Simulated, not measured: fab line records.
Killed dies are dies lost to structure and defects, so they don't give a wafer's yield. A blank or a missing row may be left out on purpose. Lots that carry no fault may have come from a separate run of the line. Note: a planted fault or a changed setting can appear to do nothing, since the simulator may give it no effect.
Lot-split experiment / flow n5-finfet / on a route of 1938 steps: 7 lots, 21 wafers read

## THE SPLIT ITSELF
At N5_BEOL_M11_ETCH_62 (etches SOC in N2/H2, target depth 110 nm, overetch 22 nm, time 165 s), the setting bias-w was moved away from the recipe's 150 W on 5 of the 21 wafers read, by -16.1% to -13.0%. All remaining wafers had this setting at the recipe value.

The reading is taken at the split's own step.

## THE READING
rf-vpp-V, in V, at N5_BEOL_M11_ETCH_62 (etches SOC in N2/H2, target depth 110 nm, overetch 22 nm, time 165 s). On this fab line, fault-free wafers typically give 523.8 V with a standard deviation of 2.7 V.

wafer=L080.1; tool, chamber at the split=rie-diel-02, 2; bias-w as run, W=150; against the recipe=recipe; rf-vpp-V, V=522.7; against lot-mates on the recipe=-
wafer=L080.2; tool, chamber at the split=rie-diel-02, 1; bias-w as run, W=150; against the recipe=recipe; rf-vpp-V, V=519.5; against lot-mates on the recipe=-
wafer=L080.5; tool, chamber at the split=rie-diel-02, 0; bias-w as run, W=150; against the recipe=recipe; rf-vpp-V, V=522.1; against lot-mates on the recipe=-
wafer=L081.1; tool, chamber at the split=rie-diel-06, 3; bias-w as run, W=150; against the recipe=recipe; rf-vpp-V, V=516.6; against lot-mates on the recipe=-
wafer=L081.3; tool, chamber at the split=rie-diel-06, 0; bias-w as run, W=150; against the recipe=recipe; rf-vpp-V, V=525.8; against lot-mates on the recipe=-
wafer=L081.4; tool, chamber at the split=rie-diel-06, 3; bias-w as run, W=150; against the recipe=recipe; rf-vpp-V, V=517.1; against lot-mates on the recipe=-
wafer=L091.2; tool, chamber at the split=rie-diel-02, 3; bias-w as run, W=150; against the recipe=recipe; rf-vpp-V, V=525.8; against lot-mates on the recipe=-
wafer=L091.5; tool, chamber at the split=rie-diel-02, 1; bias-w as run, W=150; against the recipe=recipe; rf-vpp-V, V=521.1; against lot-mates on the recipe=-
wafer=L091.6; tool, chamber at the split=rie-diel-02, 0; bias-w as run, W=150; against the recipe=recipe; rf-vpp-V, V=521.9; against lot-mates on the recipe=-
wafer=L090.1; tool, chamber at the split=rie-diel-06, 1; bias-w as run, W=125.8; against the recipe=-16.1%; rf-vpp-V, V=467.1; against lot-mates on the recipe=no lot-mate on the recipe
wafer=L090.5; tool, chamber at the split=rie-diel-06, 0; bias-w as run, W=125.8; against the recipe=-16.1%; rf-vpp-V, V=469.8; against lot-mates on the recipe=no lot-mate on the recipe
wafer=L090.6; tool, chamber at the split=rie-diel-06, 1; bias-w as run, W=125.8; against the recipe=-16.1%; rf-vpp-V, V=468.5; against lot-mates on the recipe=no lot-mate on the recipe
wafer=L093.2; tool, chamber at the split=rie-diel-06, 2; bias-w as run, W=150; against the recipe=recipe; rf-vpp-V, V=525.8; against lot-mates on the recipe=-
wafer=L093.5; tool, chamber at the split=rie-diel-06, 1; bias-w as run, W=150; against the recipe=recipe; rf-vpp-V, V=521.8; against lot-mates on the recipe=-
wafer=L093.6; tool, chamber at the split=rie-diel-06, 0; bias-w as run, W=150; against the recipe=recipe; rf-vpp-V, V=523.9; against lot-mates on the recipe=-
wafer=L096.1; tool, chamber at the split=rie-diel-02, 0; bias-w as run, W=150; against the recipe=recipe; rf-vpp-V, V=523.9; against lot-mates on the recipe=-
wafer=L096.2; tool, chamber at the split=rie-diel-02, 3; bias-w as run, W=127.5; against the recipe=-15.0%; rf-vpp-V, V=473.7; against lot-mates on the recipe=-48.0
wafer=L096.3; tool, chamber at the split=rie-diel-02, 1; bias-w as run, W=150; against the recipe=recipe; rf-vpp-V, V=519.5; against lot-mates on the recipe=-
wafer=L097.2; tool, chamber at the split=rie-diel-06, 3; bias-w as run, W=130.5; against the recipe=-13.0%; rf-vpp-V, V=473.4; against lot-mates on the recipe=-47.6
wafer=L097.4; tool, chamber at the split=rie-diel-06, 0; bias-w as run, W=150; against the recipe=recipe; rf-vpp-V, V=524.3; against lot-mates on the recipe=-
wafer=L097.6; tool, chamber at the split=rie-diel-06, 3; bias-w as run, W=150; against the recipe=recipe; rf-vpp-V, V=517.8; against lot-mates on the recipe=-

THE FIT
A straight line over all 21 wafers: rf-vpp-V changes by +3.35 V for each +1% of bias-w; r = +0.99; the points scatter about the line by 3 V.
The same after taking each lot's own level away (the mean of its wafers on the recipe; 18 wafers): +3.4 V for each +1%; r = +0.98; scatter 2.9 V.
On that fit, the largest move of bias-w shifts the reading by 55 V.
Across the lots, their own levels run from 519.83 to 523.83 V, a range of 1.5 times the standard deviation given above.
The two slopes agree, so the slope changes little with the lot-to-lot level.
Check: -55 V against its lot-mates is what the line predicts for one of the wafers moved furthest among these (-15.0%) when that wafer is left out of the fit. Against them it came out at -48 V.
Tool readings at the split's step, against how far the setting was moved: rf-vpp-V r = +0.99.

## THE OTHER SPLITS THESE WAFERS WENT THROUGH
Other splits were also applied to these wafers ahead of the reading. Each is held against what the fit with the lots' levels taken away leaves over:
other split on the same wafers=N5_BEOL_M8_EXPOSE_25 dose-mj; wafers away from the commonest value=9; r with rf-vpp-V (lot level and that fit taken away)=+0.02
other split on the same wafers=N5_BEOL_M9_PECVD_70 time-s; wafers away from the commonest value=10; r with rf-vpp-V (lot level and that fit taken away)=+0.13
other split on the same wafers=N5_BEOL_M9_COAT_05 spin-rpm; wafers away from the commonest value=8; r with rf-vpp-V (lot level and that fit taken away)=-0.24
other split on the same wafers=N5_BEOL_M10_ILD_DEP_00 time-s; wafers away from the commonest value=7; r with rf-vpp-V (lot level and that fit taken away)=+0.06
other split on the same wafers=N5_BEOL_M10_PECVD_70 temp-c; wafers away from the commonest value=5; r with rf-vpp-V (lot level and that fit taken away)=+0.00

## THE WHOLE CHAIN: every reading that the file lists as answering this split, in the file's order
step=N5_BEOL_M11_ETCH_62; what it does=etches SOC in N2/H2, target depth 110 nm, overetch 22 nm, time 165 s; reading=rf-vpp-V; change (the file's fit)=+3.4 V for each +1% of the setting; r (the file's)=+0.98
step=N5_BEOL_M11_ETCH_62; what it does=etches SOC in N2/H2, target depth 110 nm, overetch 22 nm, time 165 s; reading=SiARC_of_BEOL_M11_COAT_60.thk-nm (the simulator's own value, which no gauge read); change (the file's fit)=-0.108 nm for each +1% of the setting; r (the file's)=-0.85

## FILE'S OWN FIT
rf-vpp-V changes by +3.4 V for each +1% of bias-w, r = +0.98.
